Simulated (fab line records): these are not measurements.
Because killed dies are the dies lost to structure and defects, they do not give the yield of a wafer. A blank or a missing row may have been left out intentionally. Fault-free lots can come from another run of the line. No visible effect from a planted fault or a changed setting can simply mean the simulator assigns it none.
fab line records    flow nandHarc
[record] lots = 5  wafers = 15  lastDay = 24
route steps=1159 shown P_GATE@137 END@1159
lots that met no fault: from a run of the same line without faults
startH: hours from the record's opening day to when the first of the lot's shown wafers began    waitH: time in hours since the lot's previous step    " repeats the value in the row above    L1.1+2: one row covering several wafers at once    - value missing, or start not given    * or withheld: withheld    < > ~ a bound
route shown NAME@n: a module of which the file shows steps, and the number in the route of the first    usual: the fault-free wafers' mean and standard deviation    same: alike in all rows    chamber/n: place in a boat    sites: the reading at each site    _std_site: standard deviation of those values    _edge_site: the outer-site mean with the inner-site mean subtracted    radiusMm: how far each site lies from the wafer's centre    mask NAME#n: copy n    behind: the last tool/chamber to shape the wafer    hold: the reason the lot was held/the length of the hold in hours/how it ended    device: the transistor (n, p or np) that didn't switch    end of line: the tests these same wafers got at the end of their route    a step with no rows: only its recipe    killed: count of dies lost to structure and defects at first sort (not the wafer's yield)    map: the dies of a wafer, with x for killed, . for not killed, _ for no die there
set.NAME: the setting the step ran with; set.NAME@STEP: the setting that earlier step ran with    model.NAME: the simulator's own value behind a step, which no gauge read
lots seen at some steps along the route; tables by step, rows by wafer
services: the hour from which a tool's chamber was out of use, counted from the record's first day as startH (under 0 if before that day), plus the number of hours and why
[[steps]]
[step NHARC_P_GATE_EBR_22]
[step NHARC_P_GATE_EXPOSE_23]
[recipe] na = 1.35  targetCdNm = 120  doseMj = 93.91  maskId = P_GATE
[step NHARC_P_GATE_PEB_24]
[recipe] pebTempC = 100  pebTimeS = 65
[step NHARC_P_GATE_DEVELOP_25]
[recipe] developTimeS = 35  devTempC = 23
[step NHARC_P_GATE_CD_MEAS_26]
[recipe] targetCdNm = 120  landingEnergyEv = 500
[usual] cdNm = 120.3/0.55
lot.wafer  tool      chamber  startH  waitH  cdNm
L278.1     cdSem-01  0        104.70  -      120.2
L278.2     "         0        "       "      120.7
L278.6     "         0        "       "      120.8
L280.1     cdSem-03  0        113.41  -      120.1
L280.2     "         0        "       "      119.5
L280.4     "         0        "       "      119.7
L290.1     cdSem-02  0        167.54  -      120.1
L290.4     "         0        "       "      120.6
L290.6     "         0        "       "      119.7
L297.2     cdSem-03  0        206.00  -      119.4
L297.4     "         0        "       "      119.6
L297.6     "         0        "       "      118.5
L300.1     cdSem-02  0        232.84  -      120.4
L300.4     "         0        "       "      120.3
L300.6     "         0        "       "      120.0
[step NHARC_P_GATE_OVL_MEAS_27]
[usual] overlayXNm = 0.0/0.59  overlayYNm = -0.1/0.81
lot.wafer  tool        chamber  startH  waitH  overlayXNm  overlayYNm
L278.1     overlay-01  -        104.78  -      -0.1        -2.2
L278.2     "           -        "       "      0.2         -2.1
L278.6     "           -        "       "      0.3         -2.0
L280.1     overlay-02  -        113.50  -      -0.4        0.0
L280.2     "           -        "       "      -0.7        -0.5
L280.4     "           -        "       "      0.0         -0.7
L290.1     overlay-02  -        167.62  -      0.0         -1.1
L290.4     "           -        "       "      0.3         -1.5
L290.6     "           -        "       "      -0.5        -1.2
L297.2     overlay-01  -        206.08  -      0.1         -0.2
L297.4     "           -        "       "      0.3         -0.1
L297.6     "           -        "       "      1.0         -0.2
L300.1     overlay-02  -        232.93  -      1.0         -0.1
L300.4     "           -        "       "      0.7         -0.2
L300.6     "           -        "       "      0.8         0.1
[step NHARC_P_GATE_INSPECT_28]
[usual] rawDefectCount = 5.8/2.7
lot.wafer  tool              chamber  startH  waitH  rawDefectCount
L278.1     defectInspect-01  -        104.82  0.0    7
L278.2     "                 -        "       "      2
L278.6     "                 -        "       "      3
L280.1     defectInspect-01  -        113.54  0.0    4
L280.2     "                 -        "       "      10
L280.4     "                 -        "       "      5
L290.1     defectInspect-02  -        167.66  0.0    7
L290.4     "                 -        "       "      8
L290.6     "                 -        "       "      8
L297.2     defectInspect-02  -        206.12  0.0    5
L297.4     "                 -        "       "      9
L297.6     "                 -        "       "      7
L300.1     defectInspect-01  -        232.97  0.0    2
L300.4     "                 -        "       "      1
L300.6     "                 -        "       "      3
[step NHARC_P_GATE_DESCUM_31]
[recipe] timeS = 3  o2FlowSccm = 200  arFlowSccm = 0  biasPowerW = 0  chemistry = O2
[usual] drypumpMotorCurrentA = 5.7/0.39  oesProductAu = 1.000/0.0075  rfVppV = 58.0/0.96  showerheadPlenumPTorr = 1.93/0.11  throttleValvePct = 11.311/0.0093
lot.wafer  tool        chamber  startH  waitH  drypumpMotorCurrentA  oesProductAu  rfHoursCounterH  rfVppV  showerheadPlenumPTorr  throttleValvePct
L278.2     rieDiel-01  0        104.88  0.1    6.4                   0.984         48               57.1    1.79                   11.315
L278.1     "           1        "       "      5.6                   0.993         55               57.5    1.96                   11.307
L278.6     "           0        "       "      6.3                   0.990         -                56.6    1.80                   11.331
L280.4     rieDiel-11  2        113.60  0.1    5.8                   1.004         18               58.9    1.81                   11.309
L280.2     "           3        "       "      5.8                   1.008         19               59.4    1.95                   11.321
L280.1     "           1        "       "      5.6                   0.999         18               57.4    2.05                   11.301
L290.4     rieDiel-12  2        167.73  0.1    4.9                   0.999         46               56.5    1.79                   11.309
L290.1     "           0        "       "      5.5                   1.003         44               56.3    1.77                   11.310
L290.6     "           2        "       "      4.8                   1.011         -                57.5    1.79                   11.295
L297.4     rieDiel-11  1        206.19  0.1    5.5                   0.996         1                58.2    2.04                   11.323
L297.2     "           3        "       "      5.8                   0.999         2                59.0    1.95                   11.303
L297.6     "           0        "       "      5.6                   0.999         -                58.4    2.03                   11.311
L300.1     rieDiel-11  2        233.05  0.1    5.8                   1.011         6                58.4    1.81                   11.327
L300.4     "           3        "       "      5.8                   1.001         6                59.3    1.94                   11.318
L300.6     "           1        "       "      5.6                   0.997         -                59.6    2.04                   11.322
[step NHARC_P_GATE_ETCH_104]
[recipe] targetDepthA = 600  timeS = withheld  cf4FlowSccm = 100  chf3FlowSccm = 30  arFlowSccm = 0  rfW = 500  biasW = 200  chemistry = CF4/CHF3
[usual] drypumpMotorCurrentA = 5.7/0.4  oesProductAu = 0.947/0.02  rfVppV = 371.0/2.8  showerheadPlenumPTorr = 1.59/0.08  throttleValvePct = 16.801/0.0094
lot.wafer  tool        chamber  startH  waitH  drypumpMotorCurrentA  oesProductAu  rfVppV  showerheadPlenumPTorr  throttleValvePct
L278.1     rieDiel-01  3        104.98  0.1    6.3                   0.963         372.2   1.66                   16.792
L278.2     "           1        "       "      5.7                   0.959         371.6   1.61                   16.800
L278.6     "           3        "       "      6.3                   0.961         373.9   1.66                   16.795
L280.4     rieDiel-11  1        113.69  0.1    5.6                   0.916         374.9   1.68                   16.809
L280.2     "           2        "       "      5.8                   0.927         367.5   1.50                   16.805
L280.1     "           0        "       "      5.6                   0.915         372.3   1.67                   16.817
L290.4     rieDiel-12  3        167.81  0.1    5.3                   0.991         368.4   1.46                   16.802
L290.1     "           0        "       "      5.5                   0.985         369.0   1.46                   16.794
L290.6     "           2        "       "      4.8                   0.967         366.6   1.48                   16.794
L297.4     rieDiel-11  3        206.26  0.1    5.8                   0.978         371.8   1.60                   16.817
L297.2     "           0        "       "      5.6                   0.971         373.9   1.66                   16.804
L297.6     "           3        "       "      5.8                   0.985         370.5   1.60                   16.807
L300.4     rieDiel-11  2        233.12  0.1    5.8                   0.919         365.8   1.49                   16.796
L300.1     "           1        "       "      5.6                   0.914         372.6   1.67                   16.809
L300.6     "           2        "       "      5.8                   0.927         367.4   1.49                   16.815
[step NHARC_P_GATE_HM_OPEN_105]
[recipe] targetDepthA = 3600  o2FlowSccm = 400  cosFlowSccm = 20  arFlowSccm = 0  rfW = 500  biasW = 300  chemistry = O2/COS
[usual] drypumpMotorCurrentA = 5.7/0.4  oesProductAu = 1.000/0.0071  rfVppV = 468/3.5  showerheadPlenumPTorr = 3.16/0.16  throttleValvePct = 28.330/0.0079
lot.wafer  tool        chamber  startH  waitH  drypumpMotorCurrentA  oesProductAu  rfHoursCounterH  rfVppV  showerheadPlenumPTorr  throttleValvePct
L278.2     rieDiel-01  3        -       -      6.3                   1.003         55               471     3.29                   28.325
L278.1     "           0        "       "      6.4                   0.996         48               463     2.94                   28.333
L278.6     "           0        "       "      6.4                   1.002         -                462     2.94                   28.328
L280.4     rieDiel-11  0        -       -      5.6                   0.990         19               471     3.30                   28.333
L280.1     "           1        "       "      5.6                   1.001         18               471     3.33                   28.345
L280.2     "           2        "       "      5.8                   1.000         18               463     2.97                   28.346
L290.4     rieDiel-12  1        -       -      5.2                   1.008         48               471     3.29                   28.329
L290.1     "           3        "       "      5.4                   1.011         45               463     2.90                   28.330
L290.6     "           2        "       "      4.8                   1.017         -                464     2.93                   28.309
L297.2     rieDiel-11  1        -       -      5.5                   0.987         1                471     3.32                   28.333
L297.4     "           3        "       "      5.8                   0.996         2                469     3.17                   28.339
L297.6     "           1        "       "      5.5                   0.996         -                473     3.32                   28.333
L300.4     rieDiel-11  3        -       -      5.8                   0.993         6                468     3.17                   28.337
L300.1     "           1        "       "      5.6                   0.990         6                471     3.32                   28.336
L300.6     "           3        "       "      5.8                   0.982         -                469     3.17                   28.335
[step NHARC_P_GATE_STRIP_106]
[recipe] o2FlowSccm = 400  cosFlowSccm = 20  arFlowSccm = 0  biasW = 0  chemistry = O2/COS
[step NHARC_P_GATE_ETCH_114]
[recipe] targetDepthA = 300  overetchA = 30  timeS = 16.5  ionEnergyEv = 100  cf4FlowSccm = 80  o2FlowSccm = 20  arFlowSccm = 0  rfW = 300  biasW = 100  chemistry = CF4/O2
[step NHARC_P_GATE_ETCH_32]
[recipe] targetDepthA = 1500  overEtchFrac = 1  overEtchIonEnergyEv = 40  timeS = 100.1  hbrFlowSccm = 150  cl2FlowSccm = 50  rfW = 400  icpW = 400  biasW = 100  chemistry = HBr/Cl2
[usual] drypumpMotorCurrentA = 5.9/0.48  oesProductAu = 0.997/0.0077  throttleValvePct = 26.404/0.0089
lot.wafer  tool      chamber  startH  waitH  drypumpMotorCurrentA  oesProductAu  rfHoursCounterH  throttleValvePct
L278.1     rieSi-02  1        105.42  -      6.2                   0.999         0.5              26.406
L278.2     "         3        "       "      5.8                   0.989         0.5              26.399
L278.6     "         0        "       "      5.8                   0.998         -                26.398
L280.4     rieSi-02  1        114.26  -      6.2                   0.993         0.6              26.409
L280.1     "         2        "       "      6.0                   0.996         0.5              26.403
L280.2     "         0        "       "      5.8                   1.013         0.7              26.399
L290.4     rieSi-02  3        168.22  -      5.8                   0.993         1.1              26.414
L290.1     "         0        "       "      5.8                   1.008         1.2              26.414
L290.6     "         2        "       "      6.0                   0.997         -                26.399
L297.4     rieSi-03  2        206.66  -      5.3                   0.991         0.1              26.401
L297.2     "         3        "       "      4.8                   0.984         0.4              26.396
L297.6     "         2        "       "      5.3                   0.989         -                26.406
L300.1     rieSi-03  1        233.49  -      6.0                   1.009         0.9              26.409
L300.4     "         0        "       "      6.2                   1.002         0.8              26.417
L300.6     "         2        "       "      5.3                   1.005         -                26.406
[step NHARC_P_GATE_STRIP_108]
[recipe] o2FlowSccm = 500  arFlowSccm = 0  biasW = 0  chemistry = O2
[step NHARC_P_GATE_CD_MEAS_33]
[usual] cdNm = 120.9/1.7
lot.wafer  tool      chamber  startH  waitH  cdNm
L278.1     cdSem-02  -        105.79  0.2    122.8
L278.2     "         -        "       "      121.1
L278.6     "         -        "       "      122.0
L280.1     cdSem-02  -        114.59  -      120.9
L280.2     "         -        "       "      118.7
L280.4     "         -        "       "      121.2
L290.1     cdSem-02  -        168.52  -      120.6
L290.4     "         -        "       "      121.3
L290.6     "         -        "       "      118.0
L297.2     cdSem-01  -        206.98  -      121.1
L297.4     "         -        "       "      121.5
L297.6     "         -        "       "      121.9
L300.1     cdSem-03  -        233.83  -      121.1
L300.4     "         -        "       "      122.3
L300.6     "         -        "       "      122.7
[step NHARC_P_GATE_STRIP_35]
[recipe] timeS = 600  tempC = 130  chemistry = SPM
[step NHARC_P_GATE_PRECLEAN_73]
[recipe] timeS = *  tempC = 50  bathAgeMin = 0  chemistry = SC1
[step NHARC_P_GATE_SRD_74]
[step NHARC_P_GATE_ALD_36]
[recipe] targetThkA = 200  pulseTimeS = 60  aldCycles = 223  tempC = 400  material = SiNx
[step NHARC_P_GATE_ETCHBACK_37]
[recipe] targetDepthA = 345  timeS = 17.2  chf3FlowSccm = 50  o2FlowSccm = 10  arFlowSccm = 200  rfW = 500  biasW = 200  chemistry = CHF3/O2
[usual] drypumpMotorCurrentA = 5.6/0.32  oesProductAu = 0.96/0.037  rfVppV = 371.1/2.8  showerheadPlenumPTorr = 2.43/0.13  throttleValvePct = 20.573/0.0084
lot.wafer  tool        chamber  startH  waitH  drypumpMotorCurrentA  oesProductAu  rfHoursCounterH  rfVppV  showerheadPlenumPTorr  throttleValvePct
L278.2     rieDiel-12  1        -       -      5.2                   0.99          29               373.5   2.54                   20.577
L278.1     "           3        "       "      5.4                   1.02          26               366.0   2.23                   20.574
L278.6     "           1        "       "      5.2                   1.00          -                372.9   2.54                   20.580
L280.4     rieDiel-11  1        -       -      5.6                   0.93          20               374.1   2.56                   20.582
L280.2     "           2        "       "      5.8                   0.93          20               367.0   2.28                   20.565
L280.1     "           0        "       "      5.6                   0.92          20               375.2   2.54                   20.582
L290.1     rieDiel-11  3        -       -      5.8                   1.01          31               372.1   2.44                   20.568
L290.4     "           1        "       "      5.5                   1.00          32               375.0   2.56                   20.571
L290.6     "           3        "       "      5.8                   1.01          -                370.8   2.44                   20.566
L297.4     rieDiel-11  0        -       -      5.6                   0.93          4                372.6   2.54                   20.580
L297.2     "           2        "       "      5.8                   0.93          4                368.4   2.28                   20.576
L297.6     "           1        "       "      5.5                   0.91          -                375.4   2.55                   20.566
L300.4     rieDiel-01  2        -       -      6.6                   1.00          34               371.1   2.40                   20.568
L300.1     "           1        "       "      5.7                   1.01          35               370.8   2.44                   20.590
L300.6     "           2        "       "      6.6                   1.00          -                370.8   2.40                   20.580
[step NHARC_P_GATE_STRIP_101]
[recipe] timeS = 20  o2FlowSccm = 500  arFlowSccm = 0  biasW = 0  chemistry = O2
[step NHARC_P_GATE_PRECLEAN_97]
[recipe] timeS = 600  tempC = 120  chemistry = SPM
[step NHARC_P_GATE_SRD_98]
[step NHARC_P_GATE_PRECLEAN_99]
[recipe] timeS = *  tempC = 50  bathAgeMin = 0  chemistry = SC1
[step NHARC_P_GATE_SRD_100]
[step NHARC_P_GATE_DEHYDRATE_38]
[recipe] tempC = 150  timeS = 120
[step NHARC_P_GATE_HMDS_39]
[recipe] timeS = 30
[step NHARC_P_GATE_COAT_40]
[recipe] spinRpm = 3000
[step NHARC_P_GATE_SOFTBAKE_41]
[recipe] tempC = 122  timeS = 95
[step NHARC_P_GATE_EBR_42]
[step NHARC_P_GATE_EXPOSE_43]
[recipe] na = 0.6  targetCdNm = 720  doseMj = 14.81  maskId = P_NSD
[step NHARC_P_GATE_PEB_44]
[recipe] pebTempC = 118  pebTimeS = 85
[step NHARC_P_GATE_DEVELOP_45]
[recipe] timeS = 70
[step NHARC_P_GATE_CD_MEAS_46]
[recipe] targetCdNm = 720  landingEnergyEv = 500
[usual] cdNm = 719.8/1.3
lot.wafer  tool      chamber  startH  waitH  cdNm
L278.1     cdSem-03  0        116.84  -      720.3
L278.2     "         0        "       "      720.7
L278.6     "         0        "       "      719.7
L280.1     cdSem-02  0        127.64  -      721.4
L280.2     "         0        "       "      720.0
L280.4     "         0        "       "      721.4
L290.1     cdSem-01  0        179.57  -      719.7
L290.4     "         0        "       "      718.5
L290.6     "         0        "       "      718.5
L297.2     cdSem-01  0        217.84  -      719.6
L297.4     "         0        "       "      719.1
L297.6     "         0        "       "      720.0
L300.1     cdSem-01  0        245.07  -      720.3
L300.4     "         0        "       "      720.2
L300.6     "         0        "       "      720.6
[step NHARC_P_GATE_HARDBAKE_47]
[recipe] tempC = 125  timeS = 80
[step NHARC_P_GATE_DESCUM_48]
[recipe] timeS = 3  o2FlowSccm = 200  arFlowSccm = 0  biasPowerW = 0  chemistry = O2
[step NHARC_P_GATE_IMPLANT_49]
[recipe] energyKev = 30  doseCm2 = 3e+15  tiltDeg = 7
[step NHARC_P_GATE_STRIP_111]
[recipe] powerW = 1500  tempC = 110  timeS = 250  chemistry = N2/H2
[step NHARC_P_GATE_STRIP_75]
[recipe] powerW = 1500  tempC = 250  chemistry = O2
[usual] drypumpMotorCurrentA = 5.7/0.45  heaterPowerW = 351/33
lot.wafer  tool            chamber  startH  waitH  drypumpMotorCurrentA  heaterPowerW  rfHoursCounterH
L278.2     plasmaAsher-01  0        117.70  0.2    6.4                   403           2
L278.1     "               1        "       "      5.8                   357           2
L278.6     "               1        "       "      5.8                   369           -
L280.2     plasmaAsher-01  1        128.47  0.3    5.8                   367           6
L280.1     "               0        "       "      6.4                   408           6
L280.4     "               1        "       "      5.7                   369           -
L290.1     plasmaAsher-02  0        180.41  0.2    5.7                   355           58
L290.4     "               0        "       "      5.7                   349           -
L290.6     "               0        "       "      5.7                   349           -
L297.2     plasmaAsher-02  0        218.68  0.2    5.7                   336           11
L297.4     "               1        "       "      5.2                   319           -
L297.6     "               0        "       "      5.7                   334           -
L300.1     plasmaAsher-01  1        245.95  0.2    5.8                   373           46
L300.4     "               0        "       "      6.5                   395           -
L300.6     "               1        "       "      5.8                   362           -
[step NHARC_P_GATE_STRIP_50]
[recipe] timeS = 900  tempC = 130  chemistry = SPM
[step NHARC_P_GATE_DEHYDRATE_51]
[recipe] tempC = 150  timeS = 120
[step NHARC_P_GATE_HMDS_52]
[recipe] timeS = 30
[step NHARC_P_GATE_INSPECT_68]
[usual] rawDefectCount = 183/66
lot.wafer  tool              chamber  startH  waitH  rawDefectCount
L278.1     defectInspect-01  -        123.94  0.2    136
L278.2     "                 -        "       "      190
L278.6     "                 -        "       "      131
L280.1     defectInspect-02  -        134.07  0.2    307
L280.2     "                 -        "       "      200
L280.4     "                 -        "       "      306
L290.1     defectInspect-02  -        186.19  0.2    177
L290.4     "                 -        "       "      495
L290.6     "                 -        "       "      159
L297.2     defectInspect-01  -        224.57  0.1    187
L297.4     "                 -        "       "      168
L297.6     "                 -        "       "      234
L300.1     defectInspect-01  -        251.93  0.2    153
L300.4     "                 -        "       "      176
L300.6     "                 -        "       "      84
[step NHARC_END_SORT_01]
[recipe] tempC = 25
[usual] killedAtArray = 24/7.4  killedAtOther = 0.5/0.81  killedAtPeriphery = 3.4/2.3  killedDies = 28/8  killedOpen = 3.4/1.8  killedShort = 2.0/1.4
[same] grossDies = 677
lot.wafer  tool       chamber  startH  waitH  killedAtArray  killedAtOther  killedAtPeriphery  killedDies  killedOpen  killedShort
L278.1     prober-02  0        449.89  2.5    31             0              3                  34          3           0
L278.2     prober-02  0        450.68  2.8    30             0              3                  33          1           3
L278.6     prober-02  0        453.84  3.9    40             1              2                  43          3           1
L290.1     prober-01  0        517.16  2.5    21             0              2                  23          1           0
L290.4     prober-01  0        519.58  3.4    23             0              42                 65          4           1
L290.6     prober-01  0        521.18  4.0    25             0              2                  27          6           0
L300.1     prober-02  0        578.64  2.5    27             0              2                  29          2           3
L300.4     prober-02  0        581.04  3.4    32             0              4                  36          5           2
L300.6     prober-02  0        582.64  4.0    33             0              0                  33          2           4
// killed by level:class
L278.1 A_CHANNEL_HOLE_D1:chamberFilmFlake=13 A_SLIT:chamberFilmFlake=9 A_STAIRCASE:chamberFilmFlake=3 A_CONTACT:chamberFilmFlake=2 P_M0:geometricParticle:open=1 A_STAIRCASE:geometricParticle:open=1 A_CONTACT:geometricParticle:open=1 P_STI:chamberFilmFlake=1
L278.2 A_CHANNEL_HOLE_D1:chamberFilmFlake=9 A_SLIT:chamberFilmFlake=9 A_CONTACT:chamberFilmFlake=7 A_SGD_CUT:geometricParticle:short=2 A_STAIRCASE:chamberFilmFlake=2 P_M0:geometricParticle:short=1 A_SGD_CUT:geometricParticle:open=1 P_GATE:chamberFilmFlake=1
L278.6 A_CHANNEL_HOLE_D1:chamberFilmFlake=19 A_SLIT:chamberFilmFlake=8 A_CONTACT:chamberFilmFlake=8 A_STAIRCASE:chamberFilmFlake=2 P_M0:geometricParticle:open=1 A_WL_FILL:geometricParticle:short=1 A_CONTACT:geometricParticle:open=1 P_M1:chamberFilmFlake=1
L290.1 A_CHANNEL_HOLE_D1:chamberFilmFlake=11 A_CONTACT:chamberFilmFlake=6 A_STAIRCASE:chamberFilmFlake=3 A_CONTACT:geometricParticle:open=1 P_ZERO_WELL:chamberFilmFlake=1 P_GATE:chamberFilmFlake=1
L290.4 P_GATE:unspecified=37 A_CHANNEL_HOLE_D1:chamberFilmFlake=13 A_STAIRCASE:chamberFilmFlake=3 A_CONTACT:chamberFilmFlake=3 P_GATE:geometricParticle:open=1 P_CONTACT:geometricParticle:open=1 P_M2:geometricParticle:open=1 A_CHANNEL_FILL_D1:geometricParticle:open=1
L290.6 A_CHANNEL_HOLE_D1:chamberFilmFlake=8 A_CONTACT:chamberFilmFlake=8 A_CONTACT:geometricParticle:open=2 P_ZERO_WELL:chamberFilmFlake=2 A_STAIRCASE:chamberFilmFlake=2 A_ONON_D1:geometricParticle:open=1 A_CHANNEL_FILL_D1:geometricParticle:open=1 A_SGD_CUT:geometricParticle:open=1
L300.1 A_SLIT:chamberFilmFlake=14 A_CHANNEL_HOLE_D1:chamberFilmFlake=7 A_CONTACT:chamberFilmFlake=2 P_M0:geometricParticle:short=1 P_M2:geometricParticle:short=1 A_CHANNEL_FILL_D1:geometricParticle:open=1 A_CHANNEL_FILL_D1:geometricParticle:short=1 A_CONTACT:geometricParticle:open=1
L300.4 A_SLIT:chamberFilmFlake=15 A_CONTACT:chamberFilmFlake=8 A_CHANNEL_HOLE_D1:chamberFilmFlake=3 A_STAIRCASE:chamberFilmFlake=2 P_CONTACT:geometricParticle:open=1 P_M0:geometricParticle:short=1 P_M2:geometricParticle:open=1 A_CHANNEL_FILL_D1:geometricParticle:open=1
L300.6 A_SLIT:chamberFilmFlake=10 A_CHANNEL_HOLE_D1:chamberFilmFlake=9 A_CONTACT:chamberFilmFlake=4 A_CHANNEL_FILL_D1:geometricParticle:short=3 A_CHANNEL_FILL_D1:chamberFilmFlake=2 A_STAIRCASE:chamberFilmFlake=2 A_SGD_CUT:geometricParticle:short=1 A_WL_FILL:geometricParticle:open=1
// map L290.4 (x killed, . not)
____________.____________
_________......._________
_______.x........._______
______xx...........______
_____.x.x..........._____
____.xx.x............____
____x..x..x..........____
___...xx........x.....___
___......x............___
__.....................__
__....x....x...........__
_......................._
_......................._
_......................._
_......................._
_......................._
...x...........x.........
.........................
.........................
.........................
.........................
_......................._
_...................x..._
_......................x_
_.................x....._
_..................xx..._
__..............x.xxxx.__
__...............xxxxxx__
___...............xxxx___
___..............xxxxx___
____...........xxxxxx____
____.............xxxx____
_____...........xxxx_____
______...........xx______
_______......x...x_______
_________xx.x..._________
____________.____________
// map L278.6 (x killed, . not)
____________.____________
_________......._________
_______...x......._______
______x.xx.........______
_____xxx............_____
____xx..x............____
____..xx.............____
___...xx..............___
___...................___
__......x..............__
__............x........__
_.............x........._
_..............x........_
_......................._
_.................x....._
_......................._
................x........
.x..x..x.................
.x..x....................
xxx.x....................
xxx...x...........x......
_.....x..........x......_
_...................x..._
_......................._
_......................._
_...........x....xx....._
__..............x...x..__
__.....................__
___...................___
___.........x.........___
____.................____
____.................____
_____..............._____
______.............______
_______..........._______
_________......._________
____________.____________
[[services]]
tool            chamber  startH  hours  kind
rieDiel-12      2        94.19   3.5    repair
rieDiel-11      0        95.21   -      clean
rieDiel-11      1        95.21   -      clean
rieDiel-11      2        95.21   -      clean
rieDiel-11      3        95.21   -      clean
plasmaAsher-01  -        99.00   9.0    pm
rieDiel-12      0        116.79  6.0    repair
rieDiel-11      0        119.75  -      clean
rieDiel-11      1        119.75  -      clean
rieDiel-11      2        119.75  -      clean
rieDiel-01      -        137.80  9.0    pm
rieDiel-11      2        140.05  15.5   repair
rieSi-03        2        153.45  36.1   repair
rieSi-03        -        155.00  9.0    pm
plasmaAsher-02  -        183.00  9.0    pm
rieSi-03        3        186.19  3.1    repair
rieDiel-11      -        189.50  9.0    pm
rieSi-02        2        190.98  13.9   repair
plasmaAsher-02  -        197.29  1.3    repair
rieDiel-12      -        202.42  9.0    pm
rieSi-02        -        211.00  9.0    pm
rieSi-02        0        240.22  19.0   repair
rieDiel-11      2        242.59  42.5   repair
plasmaAsher-02  -        242.83  1.2    repair
[[key]]
[firstSign] step = NHARC_P_GATE_INSPECT_68  reading = rawDefectCount  direction = up  sigmas = 4.7  usual = 183  struck = 495
[effect] step = NHARC_END_SORT_01  reading = killedAtPeriphery  direction = up  sigmas = 17  usual = 3.4  struck = 42
[moreKillsBornAt] NHARC_P_GATE_ETCH_32@rieSi-02 = 37
metAt NHARC_P_GATE_ETCH_32
struckWafers L290.4
testerLeftOut L290
onsetBetween 105.42 168.22
[fault] kind = chamberParticleSource  tool = rieSi-02  chamber = 3  onsetH = 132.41  steps = NHARC_P_GATE_ETCH_32  ratePerVisitCm2 = 0.46525  endH = 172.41
// testerLeftOut: of these lots the tester's yield and bins aren't shown, on N5 and GAA mostly nor the transistor test; their killed dies are dies lost to structure and defects alone, not to doping, threshold or leakage, so they don't give the yield
